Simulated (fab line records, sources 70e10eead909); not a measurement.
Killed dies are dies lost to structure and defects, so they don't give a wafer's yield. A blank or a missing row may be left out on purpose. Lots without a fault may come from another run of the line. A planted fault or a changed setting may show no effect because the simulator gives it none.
fab line records | flow nand_harc
record lots=13 wafers=39 last_day=24
route steps=1159 shown P_STI@90 P_GATE@172
lots that met no fault: from a run of the same line without faults
start_h: hours from the record's first day to the start of the lot's first wafer shown | wait_h: hours since the lot's step before | " the same as in the row above | L1.1+2: a row that stands for several wafers | - no value, or no start given | * or withheld: withheld | < > ~ a bound
route shown NAME@n: a module of which the file shows steps, and the number in the route of the first | usual: mean/standard deviation of fault-free wafers | same: alike in all rows | chamber/n: place in a boat | sites: the reading at each site | _std_site: their standard deviation | _edge_site: outer sites' mean less inner sites' | radius_mm: how far each site lies from the wafer's centre | mask NAME#n: copy n | behind: the tool/chamber that last shaped the wafer | hold: why the lot was held/for how many hours/how that ended | device: the transistor (n, p or np) that didn't switch | end of line: the same wafers' tests at the end of the route | a step without rows: its recipe alone | killed: dies lost to structure and defects at the first sort, not the wafer's yield | map: a wafer's dies, x killed, . not, _ none there
set.NAME: the setting as run; set.NAME@STEP: as run at that earlier step | model.NAME: the simulator's own value behind a step, which no gauge read
steps of the route over a sample of lots; a table a step, a row a wafer
services: from which hour (start_h, from the record's first day; less than 0 if before it) a tool's chamber was out of use, for how many hours, and why
## steps
# step NHARC_P_STI_ETCH_15
# recipe target_depth_a=3000 taper_deg=4 time_s=100.1 hbr_flow_sccm=150 cl2_flow_sccm=50 rf_w=400 icp_w=400 bias_w=100 chemistry=HBr/Cl2
# usual drypump_motor_current_A=5.8/0.47 hbr_flow_sccm=150.0/0.43 he_backside_leak_sccm=2.66/0.2 oes_product_au=0.998/0.0066 throttle_valve_pct=26.405/0.009
# columns lot.wafer tool chamber start_h wait_h drypump_motor_current_A hbr_flow_sccm he_backside_leak_sccm oes_product_au rf_hours_counter_h throttle_valve_pct
L463.1 rie_si-06 1 53.86 - 5.5 150.3 2.88 1.002 0.2 26.409
L463.6 " 2 " " 5.1 149.8 2.52 0.996 - 26.407
L463.5 " 3 " " 6.2 150.4 2.49 1.000 - 26.395
L464.4 rie_si-03 2 61.43 - 5.9 149.4 2.46 1.002 0.5 26.406
L464.6 " 0 " " 5.1 150.3 2.64 0.998 - 26.406
L464.5 " 1 " " 6.6 150.1 2.94 0.992 - 26.399
L465.1 rie_si-01 0 65.47 - 6.0 150.2 2.63 1.000 0.7 26.416
L465.3 " 1 " " 6.4 150.6 2.42 0.997 0.6 26.406
L465.2 " 3 " " 5.7 149.9 2.59 1.004 0.8 26.412
L466.4 rie_si-01 2 71.64 - 5.6 150.0 2.68 1.011 0.8 26.394
L466.1 " 3 " " 5.7 150.6 2.70 0.999 0.9 26.417
L466.5 " 1 " " 6.3 150.6 2.23 1.000 - 26.415
L469.3 rie_si-06 0 87.34 - 6.0 150.3 3.09 0.990 0.5 26.420
L469.4 " 1 " " 5.5 149.1 2.78 0.995 0.4 26.405
L469.6 " 3 " " 6.2 149.7 2.43 0.990 - 26.416
L473.3 rie_si-03 0 114.35 - 5.1 149.6 2.39 1.002 1.0 26.404
L473.4 " 1 " " 6.6 149.3 2.99 0.998 1.0 26.399
L473.5 " 2 " " 5.9 150.6 2.42 0.998 - 26.400
L476.2 rie_si-06 3 129.32 - 6.2 150.8 2.58 0.996 0.8 26.394
L476.1 " 0 " " 5.9 150.5 2.92 1.000 0.8 26.403
L476.6 " 1 " " 5.5 150.0 2.83 0.984 - 26.419
L475.4 rie_si-03 0 129.33 - 5.0 150.2 2.69 0.989 1.1 26.404
L475.2 " 2 " " 5.9 150.3 2.51 0.995 1.0 26.412
L475.1 " 3 " " 5.8 149.7 2.79 0.994 1.0 26.406
L479.1 rie_si-03 3 149.83 - 5.8 149.1 2.82 0.989 1.1 26.402
L479.3 " 0 " " 5.0 150.0 2.52 0.995 1.3 26.398
L479.2 " 2 " " 5.9 149.9 2.54 0.994 1.1 26.412
L480.1 rie_si-01 3 155.65 - 5.7 149.6 2.67 1.010 0.2 26.406
L480.2 " 2 " " 5.6 149.6 2.75 1.004 0.2 26.396
L480.6 " 3 " " 5.7 150.0 2.83 1.009 - 26.387
L481.1 rie_si-03 0 165.37 - 5.1 149.6 2.63 0.988 0.0 26.402
L481.3 " 1 " " 6.6 150.4 2.89 0.991 0.0 26.394
L481.2 " 2 " " 5.9 150.3 2.51 0.985 0.0 26.390
L482.2 rie_si-03 1 170.28 - 6.6 149.9 2.89 0.992 0.1 26.388
L482.5 " 3 " " 5.8 151.0 2.84 0.999 - 26.405
L482.6 " 0 " " 5.1 149.6 2.63 0.997 - 26.403
L483.4 rie_si-01 1 170.40 - 6.4 149.7 2.47 0.997 0.2 26.402
L483.3 " 3 " " 5.7 149.8 2.57 1.002 0.3 26.401
L483.6 " 1 " " 6.4 149.2 2.37 0.993 - 26.414
# step NHARC_P_GATE_DESCUM_48
# recipe time_s=3 o2_flow_sccm=200 ar_flow_sccm=0 bias_power_w=0 chemistry=O2
# usual drypump_motor_current_A=5.6/0.57 mfc_ar_sccm=0.009/0.011 oes_product_au=0.998/0.0075 rf_vpp_V=57.9/0.85 showerhead_plenum_p_Torr=1.91/0.056 throttle_valve_pct=11.312/0.009
# columns lot.wafer tool chamber start_h wait_h drypump_motor_current_A mfc_ar_sccm oes_product_au rf_hours_counter_h rf_vpp_V showerhead_plenum_p_Torr throttle_valve_pct
L463.1 rie_diel-05 0 123.98 - 5.8 0.022 0.994 26 57.5 1.88 11.299
L463.5 " 2 " " 4.8 0 0.999 - 57.3 1.92 11.319
L463.6 " 3 " " 5.0 0 1.000 - 57.5 1.91 11.299
L464.4 rie_diel-05 3 131.91 - 5.0 0 0.997 26 57.2 1.90 11.310
L464.5 " 2 " " 4.7 0 1.007 - 58.4 1.92 11.293
L464.6 " 3 " " 5.0 0 1.005 - 58.0 1.90 11.289
L465.3 rie_diel-01 1 132.30 - 5.0 0.017 0.993 56 58.7 2.03 11.308
L465.1 " 2 " " 6.3 0.006 0.992 54 57.5 1.89 11.310
L465.2 " 3 " " 5.7 0 0.999 56 58.8 1.94 11.316
L466.4 rie_diel-13 1 142.33 - 6.4 0.042 0.998 15 58.5 1.79 11.308
L466.1 " 3 " " 5.3 0 0.999 10 57.2 1.79 11.321
L466.5 " 1 " " 6.5 0.042 0.995 - 57.0 1.79 11.317
L469.3 rie_diel-05 1 154.72 - 6.1 0.019 1.001 22 57.4 1.84 11.288
L469.4 " 2 " " 4.7 0 1.001 27 57.4 1.92 11.312
L469.6 " 0 " " 5.8 0.022 1.006 - 56.2 1.88 11.321
L473.4 rie_diel-01 0 184.80 - 6.2 0 0.996 14 57.9 1.98 11.321
L473.3 " 1 " " 5.1 0.017 0.986 16 58.0 2.02 11.307
L473.5 " 1 " " 5.1 0.017 0.985 - 59.8 2.02 11.314
L476.2 rie_diel-01 0 198.17 - 6.2 0 0.985 18 58.6 1.98 11.323
L476.1 " 1 " " 5.1 0.017 0.988 20 58.7 2.02 11.311
L476.6 " 0 " " 6.2 0 0.997 - 58.5 1.98 11.314
L475.2 rie_diel-01 3 198.62 - 5.7 0 0.999 20 57.9 1.93 11.312
L475.1 " 0 " " 6.2 0 0.991 18 59.2 1.98 11.327
L475.4 " 1 " " 5.0 0.017 1.007 20 58.7 2.02 11.308
L479.2 rie_diel-05 2 210.44 - 4.7 0 0.992 9 58.8 1.91 11.319
L479.3 " 3 " " 5.0 0 0.995 2 56.9 1.90 11.315
L479.1 " 0 " " 5.8 0.022 0.996 9 58.9 1.87 11.326
L480.2 rie_diel-05 0 222.68 - 5.8 0.022 0.998 10 58.1 1.87 11.304
L480.1 " 1 " " 6.1 0.019 1.008 10 58.1 1.84 11.317
L480.6 " 3 " " 5.0 0 0.986 - 57.5 1.90 11.309
L481.2 rie_diel-01 0 229.93 - 6.2 0 0.995 29 57.8 1.98 11.318
L481.3 " 1 " " 5.1 0.017 0.984 31 59.0 2.02 11.321
L481.1 " 3 " " 5.7 0 0.994 31 58.8 1.93 11.320
L483.4 rie_diel-05 3 230.12 - 5.0 0 1.000 4 57.0 1.90 11.306
L483.3 " 0 " " 5.8 0.022 0.998 11 57.1 1.87 11.309
L483.6 " 2 " " 4.8 0 1.005 - 58.5 1.91 11.313
L482.2 rie_diel-01 0 230.30 - 6.2 0 0.990 29 58.7 1.98 11.328
L482.5 " 2 " " 6.3 0.006 0.988 - 57.9 1.88 11.302
L482.6 " 3 " " 5.7 0 0.996 - 56.4 1.93 11.314
# step NHARC_P_GATE_EXPOSE_56
# recipe na=0.6 target_cd_nm=720 dose_mj=14.81 mask_id=P_PSD
# columns lot.wafer tool chamber start_h wait_h mask
L463.1+5+6 krf_scanner-03 0 125.41 - P_PSD#0
L464.4+5+6 krf_scanner-03 0 133.23 - P_PSD#0
L465.1+2+3 krf_scanner-04 0 133.86 - P_PSD#0
L466.1+4+5 krf_scanner-01 0 143.78 - P_PSD#0
L469.3+4+6 krf_scanner-03 0 156.18 - P_PSD#0
L473.3+4+5 krf_scanner-01 0 186.24 - P_NSD#0
L476.1+2+6 krf_scanner-04 0 199.50 - P_PSD#0
L475.1+2+4 krf_scanner-04 0 199.95 - P_PSD#0
L479.1+2+3 krf_scanner-03 0 211.89 - P_PSD#0
L480.1+2+6 krf_scanner-03 0 223.97 - P_PSD#0
L481.1+2+3 krf_scanner-01 0 231.38 - P_PSD#0
L483.3+4+6 krf_scanner-04 0 231.56 - P_PSD#0
L482.2+5+6 krf_scanner-01 0 231.76 - P_PSD#0
# step NHARC_P_GATE_CD_MEAS_59
# recipe target_cd_nm=720 landing_energy_ev=500
# usual cd_nm=720.1/1.4
# columns lot.wafer tool chamber start_h wait_h cd_nm
L463.1 cd_sem-01 0 125.56 - 719.2
L463.5 " 0 " " 719.0
L463.6 " 0 " " 720.7
L464.4 cd_sem-01 0 133.37 - 721.8
L464.5 " 0 " " 722.2
L464.6 " 0 " " 722.2
L465.1 cd_sem-01 0 134.02 - 721.4
L465.2 " 0 " " 722.5
L465.3 " 0 " " 722.4
L466.1 cd_sem-02 0 143.94 - 719.6
L466.4 " 0 " " 717.6
L466.5 " 0 " " 719.6
L469.3 cd_sem-01 0 156.33 - 719.3
L469.4 " 0 " " 719.4
L469.6 " 0 " " 718.6
L473.3 cd_sem-02 0 186.40 - -
L473.4 " 0 " " -
L473.5 " 0 " " -
L476.1 cd_sem-03 0 199.66 - 721.5
L476.2 " 0 " " 720.1
L476.6 " 0 " " 720.9
L475.1 cd_sem-03 0 200.10 - 719.5
L475.2 " 0 " " 719.4
L475.4 " 0 " " 720.0
L479.1 cd_sem-01 0 212.05 - 720.5
L479.2 " 0 " " 721.0
L479.3 " 0 " " 720.7
L480.1 cd_sem-01 0 224.13 - 720.8
L480.2 " 0 " " 720.0
L480.6 " 0 " " 720.2
L481.1 cd_sem-01 0 231.54 - 722.9
L481.2 " 0 " " 721.6
L481.3 " 0 " " 721.6
L483.3 cd_sem-02 0 231.71 - 722.2
L483.4 " 0 " " 721.8
L483.6 " 0 " " 721.2
L482.2 cd_sem-03 0 231.91 - 719.7
L482.5 " 0 " " 721.6
L482.6 " 0 " " 721.1
# step NHARC_P_GATE_DEGAS_109
# recipe temp_c=300 time_s=60
# usual heater_power_w=448/36
# columns lot.wafer tool chamber start_h wait_h heater_power_w
L463.1 pvd_sputter-02 - 129.43 0.1 477
L463.6 " - " " 494
L463.5 " - " " 452
L464.4 pvd_sputter-02 - 137.17 0.1 536
L464.5 " - " " 485
L464.6 " - " " 448
L465.1 pvd_sputter-03 - 137.89 0.1 428
L465.2 " - " " 435
L465.3 " - " " 459
L466.1 pvd_sputter-01 - 147.79 0.1 434
L466.4 " - " " 424
L466.5 " - " " 506
L469.3 pvd_sputter-03 - 160.20 0.1 404
L469.4 " - " " 427
L469.6 " - " " 425
L473.3 pvd_sputter-02 - 190.11 0.1 482
L473.4 " - " " 439
L473.5 " - " " 482
L476.1 pvd_sputter-03 - 203.74 0.1 446
L476.2 " - " " 464
L476.6 " - " " 402
L475.2 pvd_sputter-03 - 204.30 0.1 436
L475.1 " - " " 433
L475.4 " - " " 400
L479.1 pvd_sputter-01 - 215.88 0.1 410
L479.2 " - " " 437
L479.3 " - " " 517
L480.1 pvd_sputter-03 - 228.02 0.1 455
L480.2 " - " " 438
L480.6 " - " " 402
L481.2 pvd_sputter-01 - 235.26 0.1 430
L481.3 " - " " 521
L481.1 " - " " 426
L483.4 pvd_sputter-01 - 235.55 0.1 519
L483.3 " - " " 436
L483.6 " - " " 426
L482.2 pvd_sputter-02 - 236.34 0.1 505
L482.5 " - " " 479
L482.6 " - " " 452
## services
# columns tool chamber start_h hours kind
pvd_sputter-02 - 36.00 10.0 pm
rie_diel-05 1 58.40 33.3 repair
krf_scanner-04 - 58.96 0.9 repair
rie_diel-05 2 61.08 4.7 repair
rie_si-03 - 69.27 2.5 repair
rie_diel-01 3 78.60 9.5 repair
krf_scanner-01 - 84.00 4.0 pm
rie_si-01 0 84.70 5.8 repair
krf_scanner-03 - 89.40 0.2 repair
pvd_sputter-03 - 102.00 10.0 pm
rie_diel-01 2 113.48 2.2 repair
rie_diel-01 2 119.99 11.8 repair
pvd_sputter-02 - 125.19 1.9 repair
krf_scanner-04 - 126.00 4.0 pm
rie_diel-01 - 137.85 9.0 pm
krf_scanner-03 - 145.10 0.6 repair
rie_si-03 - 155.00 9.0 pm
rie_diel-01 0 160.11 7.4 repair
rie_diel-05 - 163.60 9.0 pm
krf_scanner-03 - 168.00 4.0 pm
pvd_sputter-03 - 176.54 1.5 repair
rie_diel-05 3 185.74 23.8 repair
rie_si-03 0 204.76 1.9 repair
rie_diel-01 - 233.41 0.3 repair
## key
first_sign step=NHARC_P_GATE_EXPOSE_56 reading=mask direction=changed
effect step=NHARC_P_GATE_CD_MEAS_59 reading=cd_nm direction=missing
met_at NHARC_P_GATE_EXPOSE_56
struck_lots L473
later_rows_left_out L473.3,L473.4,L473.5
sort_left_out L473.3,L473.4,L473.5
tester_left_out L473
not_acting_at NHARC_P_STI_ETCH_15,NHARC_P_GATE_DESCUM_48,NHARC_P_GATE_DEGAS_109
onset_between 143.78 186.24
fault kind=wrong_mask tool=any chamber=- onset_h=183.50 steps=NHARC_P_GATE_EXPOSE_56 aux_copy=P_NSD#0 scope=struck_lots_only
# tester_left_out: of these lots the tester's yield and bins aren't shown, on N5 and GAA mostly nor the transistor test; their killed dies are dies lost to structure and defects alone, not to doping, threshold or leakage, so they don't give the yield
# sort_left_out: the simulated sort isn't trusted on such a fault, so these wafers' sort isn't shown, and their yield isn't known
# later_rows_left_out: the simulator's readings of these wafers behind a module that went badly wrong aren't trusted and aren't shown, but for the sort
